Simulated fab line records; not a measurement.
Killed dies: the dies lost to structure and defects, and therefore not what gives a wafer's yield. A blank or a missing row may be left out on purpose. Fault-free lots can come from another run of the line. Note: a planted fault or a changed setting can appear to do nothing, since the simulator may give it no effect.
Matching of chambers || flow n5Finfet || N5_BEOL_M12_ILD_DEP_00 on pecvd-02: 3 sister chambers
The step deposits SiOC from DEMS/O2, target thk 658.92 nm, time 130.7 s. 6 wafers are shown with their chamber, then 11 later ones without.

## WAFERS WITH THEIR CHAMBER
{"wafer": "L090.1", "chamber": 2, "heaterPowerOuterW (W)": 258, "heaterPowerW (W)": 470}
{"wafer": "L090.2", "chamber": 0, "heaterPowerOuterW (W)": 173, "heaterPowerW (W)": 406}
{"wafer": "L091.2", "chamber": 2, "heaterPowerOuterW (W)": 302, "heaterPowerW (W)": 521}
{"wafer": "L091.3", "chamber": 1, "heaterPowerOuterW (W)": 359, "heaterPowerW (W)": 598}
{"wafer": "L091.4", "chamber": 1, "heaterPowerOuterW (W)": 361, "heaterPowerW (W)": 609}
{"wafer": "L093.1", "chamber": 0, "heaterPowerOuterW (W)": 214, "heaterPowerW (W)": 479}

## WAFERS MISSING THEIR CHAMBER
{"wafer": "L093.5", "heaterPowerOuterW (W)": 373, "heaterPowerW (W)": 610}
{"wafer": "L093.6", "heaterPowerOuterW (W)": 272, "heaterPowerW (W)": 482}
{"wafer": "L092.2", "heaterPowerOuterW (W)": 255, "heaterPowerW (W)": 459}
{"wafer": "L092.4", "heaterPowerOuterW (W)": 192, "heaterPowerW (W)": 433}
{"wafer": "L092.6", "heaterPowerOuterW (W)": 292, "heaterPowerW (W)": 510}
{"wafer": "L096.1", "heaterPowerOuterW (W)": 223, "heaterPowerW (W)": 497}
{"wafer": "L096.3", "heaterPowerOuterW (W)": 364, "heaterPowerW (W)": 607}
{"wafer": "L096.5", "heaterPowerOuterW (W)": 239, "heaterPowerW (W)": 512}
{"wafer": "L095.1", "heaterPowerOuterW (W)": 368, "heaterPowerW (W)": 620}
{"wafer": "L095.2", "heaterPowerOuterW (W)": 215, "heaterPowerW (W)": 453}
{"wafer": "L095.4", "heaterPowerOuterW (W)": 299, "heaterPowerW (W)": 528}

## WHICH CHAMBER EACH ONE RAN IN
{"wafer": "L093.5", "from the rows above": 1, "in truth": 1}
{"wafer": "L093.6", "from the rows above": 2, "in truth": 2}
{"wafer": "L092.2", "from the rows above": "can't be placed: 2 or 0", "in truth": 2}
{"wafer": "L092.4", "from the rows above": 0, "in truth": 0}
{"wafer": "L092.6", "from the rows above": 2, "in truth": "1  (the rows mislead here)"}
{"wafer": "L096.1", "from the rows above": "can't be placed: 0 or 2", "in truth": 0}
{"wafer": "L096.3", "from the rows above": 1, "in truth": 1}
{"wafer": "L096.5", "from the rows above": "can't be placed: 2 or 0", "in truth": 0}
{"wafer": "L095.1", "from the rows above": 1, "in truth": 1}
{"wafer": "L095.2", "from the rows above": "can't be placed: 0 or 2", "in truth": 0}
{"wafer": "L095.4", "from the rows above": 2, "in truth": 2}
Correctly placed: 6 of 11. These rows do not allow placing 4 (true chamber among the candidates in 4). Number placed wrongly: 1.
How it was worked out, from the rows above alone: a wafer's distance from a chamber is the root of the sum, over the readings, of the square of ((its reading less the chamber's mean) divided by the reading's scatter). The wafer belongs to the nearest chamber; if the next one is less than 2 further off, it can't be placed. For every chamber, the mean is computed from those of its wafers that are shown. The scatter: take each reading less its chamber's mean, square it, sum over the shown wafers, divide by the number of wafers less the number of chambers, and take the root.
